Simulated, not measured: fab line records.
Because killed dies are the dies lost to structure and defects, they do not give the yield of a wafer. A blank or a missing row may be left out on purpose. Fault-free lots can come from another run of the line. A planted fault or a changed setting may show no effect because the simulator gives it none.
Chamber matching | flow n5 finfet | rie diel-02 running N5_BEOL_M11_VIA_ETCH_34: 4 sister chambers
The step etches SiCOH lowk in C4F6/O2, target depth 184.5 nm, time 69.2 s. 4 wafers are shown with their chamber, then 9 later ones without.

WAFERS WITH THEIR CHAMBER
wafer  | chamber | rf vpp V (V)
L082.2 | 2       | 676
L085.3 | 3       | 677
L085.5 | 1       | 640
L085.6 | 0       | 649

WAFERS MISSING THEIR CHAMBER
wafer  | rf vpp V (V)
L087.2 | 638
L087.4 | 676
L087.6 | 678
L086.1 | 675
L086.2 | 649
L086.5 | 638
L090.1 | 636
L090.5 | 650
L090.6 | 637

WHICH CHAMBER EACH WENT THROUGH
wafer  | from the rows above     | in truth
L087.2 | 1                       | 1
L087.4 | can't be placed: 2 or 3 | 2
L087.6 | can't be placed: 3 or 2 | 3
L086.1 | can't be placed: 2 or 3 | 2
L086.2 | 0                       | 0
L086.5 | 1                       | 1
L090.1 | 1                       | 1
L090.5 | 0                       | 0
L090.6 | 1                       | 1
Correct placement for 6 of the 9. Can't be placed from these rows: 3 (the true chamber is among the candidates in 3). Number placed wrongly: 0.
How it was worked out, from the rows above alone: a wafer's distance from a chamber is the root of the sum, over the readings, of the square of ((its reading less the chamber's mean) divided by the reading's scatter). If the next closest chamber is less than 2 further off than the closest, the wafer can't be placed; otherwise it belongs to the closest. Each chamber's mean is taken over the wafers shown for it. The scatter: root of mean squared gap, hidden wafer to nearest shown wafer, with one shown wafer a chamber.
